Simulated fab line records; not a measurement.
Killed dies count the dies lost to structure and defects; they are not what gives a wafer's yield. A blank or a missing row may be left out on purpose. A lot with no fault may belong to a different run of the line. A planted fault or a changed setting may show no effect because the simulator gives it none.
Split-lot experiment || flow n5Finfet || on a route of 1938 steps: 7 lots, 21 wafers read

## ON THE SPLIT
At N5_BEOL_M5_TRENCH_ETCH_37 (etches SiCOH lowk in C4F6/O2, target depth 71.652 nm, time 24.7 s), the setting biasW was moved away from the recipe's 185 W on 11 of the 21 wafers read, by -12.2% to +11.6%. For the rest of the wafers, this setting stayed at what the recipe calls for.

The split's own step is where the reading is taken.

## THE READING
rfVppV, in V, at N5_BEOL_M5_TRENCH_ETCH_37 (etches SiCOH lowk in C4F6/O2, target depth 71.652 nm, time 24.7 s). A value of 670 V with a standard deviation of 9.9 V is what fault-free wafers of this fab line usually give.

{"wafer": "L075.1", "tool, chamber at the split": "rieDiel-05, 3", "biasW as run, W": 185, "against the recipe": "recipe", "rfVppV, V": 673, "against lot-mates on the recipe": "-"}
{"wafer": "L075.3", "tool, chamber at the split": "rieDiel-05, 1", "biasW as run, W": 167.2, "against the recipe": "-9.6%", "rfVppV, V": 628, "against lot-mates on the recipe": -48}
{"wafer": "L075.6", "tool, chamber at the split": "rieDiel-05, 1", "biasW as run, W": 185, "against the recipe": "recipe", "rfVppV, V": 680, "against lot-mates on the recipe": "-"}
{"wafer": "L077.1", "tool, chamber at the split": "rieDiel-02, 2", "biasW as run, W": 185, "against the recipe": "recipe", "rfVppV, V": 689, "against lot-mates on the recipe": "-"}
{"wafer": "L077.2", "tool, chamber at the split": "rieDiel-02, 0", "biasW as run, W": 185, "against the recipe": "recipe", "rfVppV, V": 654, "against lot-mates on the recipe": "-"}
{"wafer": "L077.5", "tool, chamber at the split": "rieDiel-02, 2", "biasW as run, W": 206.4, "against the recipe": "+11.6%", "rfVppV, V": 752, "against lot-mates on the recipe": "+80"}
{"wafer": "L080.4", "tool, chamber at the split": "rieDiel-05, 0", "biasW as run, W": 185, "against the recipe": "recipe", "rfVppV, V": 668, "against lot-mates on the recipe": "-"}
{"wafer": "L080.5", "tool, chamber at the split": "rieDiel-05, 2", "biasW as run, W": 185, "against the recipe": "recipe", "rfVppV, V": 664, "against lot-mates on the recipe": "-"}
{"wafer": "L080.6", "tool, chamber at the split": "rieDiel-05, 3", "biasW as run, W": 185, "against the recipe": "recipe", "rfVppV, V": 671, "against lot-mates on the recipe": "-"}
{"wafer": "L082.1", "tool, chamber at the split": "rieDiel-06, 1", "biasW as run, W": 206.5, "against the recipe": "+11.6%", "rfVppV, V": 732, "against lot-mates on the recipe": "+63"}
{"wafer": "L082.2", "tool, chamber at the split": "rieDiel-06, 2", "biasW as run, W": 185, "against the recipe": "recipe", "rfVppV, V": 653, "against lot-mates on the recipe": "-"}
{"wafer": "L082.4", "tool, chamber at the split": "rieDiel-06, 3", "biasW as run, W": 185, "against the recipe": "recipe", "rfVppV, V": 685, "against lot-mates on the recipe": "-"}
{"wafer": "L083.1", "tool, chamber at the split": "rieDiel-05, 3", "biasW as run, W": 176, "against the recipe": "-4.9%", "rfVppV, V": 645, "against lot-mates on the recipe": "no lot-mate on the recipe"}
{"wafer": "L083.4", "tool, chamber at the split": "rieDiel-05, 1", "biasW as run, W": 176, "against the recipe": "-4.9%", "rfVppV, V": 652, "against lot-mates on the recipe": "no lot-mate on the recipe"}
{"wafer": "L083.6", "tool, chamber at the split": "rieDiel-05, 0", "biasW as run, W": 176, "against the recipe": "-4.9%", "rfVppV, V": 641, "against lot-mates on the recipe": "no lot-mate on the recipe"}
{"wafer": "L093.1", "tool, chamber at the split": "rieDiel-05, 3", "biasW as run, W": 196, "against the recipe": "+5.9%", "rfVppV, V": 704, "against lot-mates on the recipe": "no lot-mate on the recipe"}
{"wafer": "L093.3", "tool, chamber at the split": "rieDiel-05, 1", "biasW as run, W": 196, "against the recipe": "+5.9%", "rfVppV, V": 712, "against lot-mates on the recipe": "no lot-mate on the recipe"}
{"wafer": "L093.6", "tool, chamber at the split": "rieDiel-05, 1", "biasW as run, W": 196, "against the recipe": "+5.9%", "rfVppV, V": 712, "against lot-mates on the recipe": "no lot-mate on the recipe"}
{"wafer": "L097.2", "tool, chamber at the split": "rieDiel-05, 1", "biasW as run, W": 162.4, "against the recipe": "-12.2%", "rfVppV, V": 613, "against lot-mates on the recipe": -53}
{"wafer": "L097.3", "tool, chamber at the split": "rieDiel-05, 2", "biasW as run, W": 185, "against the recipe": "recipe", "rfVppV, V": 666, "against lot-mates on the recipe": "-"}
{"wafer": "L097.4", "tool, chamber at the split": "rieDiel-05, 3", "biasW as run, W": 162.4, "against the recipe": "-12.2%", "rfVppV, V": 605, "against lot-mates on the recipe": -61}

FIT RESULTS
A straight line over all 21 wafers: rfVppV changes by +5.55 V for each +1% of biasW; r = +0.97; the points scatter about the line by 10 V.
The same after taking each lot's own level away (the mean of its wafers on the recipe; 15 wafers): +5.38 V for each +1%; r = +0.96; scatter 11 V.
The reading moves by 66 V for the largest change in biasW, on that fit.
The lots' own levels span 666.0 to 676.5 V, that is 1.1 times the standard deviation above.
The two slopes agree, so the slope changes little with the lot-to-lot level.
Check: -66.8 V against its lot-mates is what the line predicts for one of the wafers moved furthest among these (-12.2%) when that wafer is left out of the fit. It came out at -53 V against them.
Tool readings at the split's step, against how far the setting was moved: rfVppV r = +0.97.

## THE OTHER SPLITS THESE WAFERS WENT THROUGH
These wafers also went through other splits before the reading. Each is held against what the fit with the lots' levels taken away leaves over:
{"other split on the same wafers": "N5_BEOL_M0_CUTY_ETCH_63 timeS", "wafers away from the commonest value": 5, "r with rfVppV (lot level and that fit taken away)": "+0.09"}
{"other split on the same wafers": "N5_BEOL_M1_ILD_DEP_00 timeS", "wafers away from the commonest value": 7, "r with rfVppV (lot level and that fit taken away)": "+0.09"}
{"other split on the same wafers": "N5_BEOL_M2_ALD_98 aldCycles", "wafers away from the commonest value": 7, "r with rfVppV (lot level and that fit taken away)": -0.23}
{"other split on the same wafers": "N5_BEOL_M3_EXPOSE_25 doseMj", "wafers away from the commonest value": 11, "r with rfVppV (lot level and that fit taken away)": "+0.20"}
{"other split on the same wafers": "N5_BEOL_M3_ALD_98 aldCycles", "wafers away from the commonest value": 6, "r with rfVppV (lot level and that fit taken away)": "+0.06"}
{"other split on the same wafers": "N5_BEOL_M5_COAT_05 spinRpm", "wafers away from the commonest value": 8, "r with rfVppV (lot level and that fit taken away)": "+0.16"}
{"other split on the same wafers": "N5_BEOL_M5_ETCH_72 biasW", "wafers away from the commonest value": 10, "r with rfVppV (lot level and that fit taken away)": "+0.34"}

## FILE'S OWN FIT
rfVppV changes by +5.53 V for each +1% of biasW, r = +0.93.
